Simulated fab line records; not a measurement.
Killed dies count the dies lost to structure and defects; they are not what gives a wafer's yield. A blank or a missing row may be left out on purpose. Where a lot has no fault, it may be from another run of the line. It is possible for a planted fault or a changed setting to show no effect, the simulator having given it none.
A struck lot beside a sound one / flow n5Finfet / 36 steps out of a route of 1938
Sound: wafers L512.3, L512.4, L512.6. Struck: wafer L518.6 (L518.3, L518.4, from the same lot, were not struck and are left out); the cause is given at the end.
Per side, at each step with rows, come the tool, then ch with its chambers, and then its first start. Under that, the readings that differ: sound wafers / struck wafers / difference of the means / sigmas: that difference in standard deviations of wafers without a fault.
alike: a reading whose means differ by less than 2 such deviations, as well as words and numbers matching on both sides. not compared: withheld readings; readings where some wafer has no value; bounds like >300 that might hide an equal value; numbers whose values overlap and for which the record gives no deviation.
The two part at a step that has a row with sigmas, a row that says differs or no value, or rows on one side only. Numbers that don't overlap but have no deviation are shown without sigmas and don't part them. A reading that every wafer of one side lacks parts them only if that side has two wafers or more.

first, 9 steps without rows for these wafers: N5_BEOL_M10_ALD_74 (deposits TaN, target thk 2 nm, pulse time 2 s, purge time 3 s); N5_BEOL_M10_SURFACE_TREAT_76; N5_BEOL_M10_CVD_75 (deposits Co from CCTBA/H2, target thk 2 nm, time 138.9 s); N5_BEOL_M10_SPUTTER_48 (material Cu, target thk 12 nm, time 2 s); N5_BEOL_M10_ECD_50 (material Cu, target thk 318 nm); N5_BEOL_M10_ANNEAL_51 (time 90 s); N5_BEOL_M10_CMP_52 (polishes, stops on SiCOH lowk, t overpolish 7 s, target thk 140 nm); N5_BEOL_M10_PRE_CLEAN_55 (time 15 s); N5_BEOL_M10_DEP_56 (deposits SiCN from 3MS/NH3, target thk 15 nm, time 26.5 s).
N5_BEOL_M11_ILD_DEP_00: deposits SiCOH lowk from DEMS/porogen, target thk 308.51 nm, time 58 s.
  sound on pecvd-02 ch 0,2, day 10 21:49; struck on pecvd-02 ch 2, day 12 00:10
reading=model.SiCOH_lowk_of_BEOL_M11_ILD_DEP_00.thkNm (nm); sound=307.2 313 309.6; struck=260.8; difference=-49.1; sigmas=
  alike: heaterPowerW, showerheadPlenumPTorr, throttleValvePct
then, 1 step without rows for these wafers: N5_BEOL_M11_CURE_71 (cures SiCOH lowk, time 240 s).
N5_BEOL_M11_THK_MEAS_01:
  sound on filmMetro-01 at day 10 22:24; struck on filmMetro-01 at day 12 00:45
reading=M11_ILD_THK (nm); sound=267 272 269; struck=226; difference=-43; sigmas=-12
then, 23 steps without rows for these wafers: N5_BEOL_M11_PECVD_70 (deposits SiO2 from TEOS/O2, target thk 20 nm, time 22.7 s); N5_BEOL_M11_HM_DEP_02 (deposits TiN, target thk 20 nm); N5_BEOL_M11_COAT_59 (time 60 s, resist thk 100 nm); N5_BEOL_M11_COAT_60 (time 60 s, resist thk 30 nm); N5_BEOL_M11_COAT_05 (resist thk 90 nm); N5_BEOL_M11_EBR_07; N5_BEOL_M11_SOFTBAKE_06 (time 60 s); N5_BEOL_M11_EXPOSE_08 (exposes mask M11); N5_BEOL_M11_PEB_09 (peb time 60 s); N5_BEOL_M11_DEVELOP_10 (develop time 30 s); N5_BEOL_M11_DESCUM_16 (chemistry O2, time 7.9 s); N5_BEOL_M11_ETCH_61 (etches SiARC in CF4, target depth 39 nm, time 65 s); N5_BEOL_M11_ETCH_62 (etches SOC in N2/H2, target depth 110 nm, overetch 22 nm, time 165 s); N5_BEOL_M11_STRIP_68 (strips in N2/H2); N5_BEOL_M11_STRIP_67 (strips in CF4); N5_BEOL_M11_HM_OPEN_17 (chemistry Cl2/BCl3, target TiN, target depth 20 nm, overetch 6 nm); N5_BEOL_M11_STRIP_19 (strips in O2); N5_BEOL_M11_COAT_63 (time 60 s, resist thk 100 nm); N5_BEOL_M11_COAT_64 (time 60 s, resist thk 30 nm); N5_BEOL_M11_COAT_22 (resist thk 90 nm); N5_BEOL_M11_EBR_24; N5_BEOL_M11_SOFTBAKE_23 (time 60 s); N5_BEOL_M11_EXPOSE_25 (exposes mask V10).
N5_BEOL_M11_CMP_52: polishes, stops on SiCOH lowk, t overpolish 7 s, target thk 140 nm.
  sound on cmp-04 ch 1,2,3, day 11 04:01; struck on cmp-04 ch 3, day 12 07:14
reading=model.SiCOH_lowk_of_BEOL_M11_ILD_DEP_00.thkNm (nm); sound=263.8 269 266; struck=223; difference=-43; sigmas=
  alike: motorCurrentA

## WHERE THEY PART
Within this record, at N5_BEOL_M11_THK_MEAS_01 only. Later steps at which nothing parts them and some readings are alike: N5_BEOL_M11_CMP_52.

WHY: what the simulator had put in
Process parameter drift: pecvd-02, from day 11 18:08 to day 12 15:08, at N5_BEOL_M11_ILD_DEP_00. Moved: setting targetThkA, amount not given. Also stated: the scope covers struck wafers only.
